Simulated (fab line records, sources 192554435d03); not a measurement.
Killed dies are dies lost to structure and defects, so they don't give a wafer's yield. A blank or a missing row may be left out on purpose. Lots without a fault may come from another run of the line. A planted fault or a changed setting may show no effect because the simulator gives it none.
Chamber matching | flow n5_finfet | N5_BEOL_M12_ETCH_38 on rie_diel-06: 4 sister chambers
The step etches SiCN in CF4/N2, target depth 68.7 nm, time 73.4 s. 18 wafers are shown with their chamber, then 9 later ones without.

WAFERS WITH THEIR CHAMBER
wafer  | chamber | showerhead_plenum_p_Torr (Torr) | throttle_valve_pct (%) | oes_product_au (a.u.)
L077.1 | 3       | 2.12                            | 15.67                  | 0.73
L077.4 | 1       | 2.17                            | 15.29                  | 0.94
L077.6 | 0       | 2.27                            | 15.88                  | 0.68
L075.2 | 0       | 2.26                            | 15.89                  | 0.68
L075.4 | 3       | 2.12                            | 15.66                  | 0.73
L075.6 | 3       | 2.12                            | 15.66                  | 0.74
L082.1 | 2       | 2.27                            | 15.72                  | 0.67
L082.4 | 0       | 2.26                            | 15.90                  | 0.68
L082.5 | 0       | 2.26                            | 15.91                  | 0.68
L083.2 | 0       | 2.26                            | 15.92                  | 0.67
L083.4 | 1       | 2.17                            | 15.34                  | 0.91
L083.6 | 3       | 2.11                            | 15.69                  | 0.72
L084.2 | 2       | 2.27                            | 15.72                  | 0.66
L084.5 | 1       | 2.17                            | 15.33                  | 0.89
L084.6 | 0       | 2.26                            | 15.93                  | 0.67
L088.2 | 1       | 2.16                            | 15.32                  | 0.90
L088.3 | 2       | 2.27                            | 15.74                  | 0.66
L088.4 | 1       | 2.16                            | 15.33                  | 0.88

SIGNATURES (means of the wafers above)
reading                  | chamber 0 | chamber 1 | chamber 2 | chamber 3 | scatter within a chamber
showerhead_plenum_p_Torr | 2.2617    | 2.1660    | 2.2700    | 2.1175    | 0.00446
throttle_valve_pct       | 15.9050   | 15.3220   | 15.7267   | 15.6700   | 0.0171
oes_product_au           | 0.6767    | 0.9040    | 0.6633    | 0.7300    | 0.0134
Rule: a wafer's distance from a chamber is the root of the sum, over the readings, of the square of ((its reading less the chamber's mean) divided by the reading's scatter). The wafer belongs to the nearest chamber; if the next one is less than 2 further off, it can't be placed. The scatter: the root of (the sum of the squares of (reading less its chamber's mean) over the shown wafers, divided by (wafers less chambers)).

WAFERS WITHOUT THEIR CHAMBER
wafer  | showerhead_plenum_p_Torr (Torr) | throttle_valve_pct (%) | oes_product_au (a.u.)
L091.2 | 2.11                            | 15.73                  | 0.70
L091.5 | 2.26                            | 15.75                  | 0.66
L091.6 | 2.11                            | 15.73                  | 0.70
L095.2 | 2.16                            | 15.39                  | 0.86
L095.5 | 2.10                            | 15.75                  | 0.69
L095.6 | 2.16                            | 15.39                  | 0.86
L094.3 | 2.10                            | 15.76                  | 0.68
L094.5 | 2.10                            | 15.78                  | 0.69
L094.6 | 2.25                            | 15.39                  | 0.94

WHICH CHAMBER EACH WENT THROUGH
wafer  | from the rows above | in truth
L091.2 | 3                   | 3
L091.5 | 2                   | 2
L091.6 | 3                   | 3
L095.2 | 1                   | 1
L095.5 | 3                   | 3
L095.6 | 1                   | 1
L094.3 | 3                   | 3
L094.5 | 3                   | 3
L094.6 | 1                   | 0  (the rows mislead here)
Placed correctly: 8 of 9. Can't be placed from these rows: 0. Placed wrongly: 1.
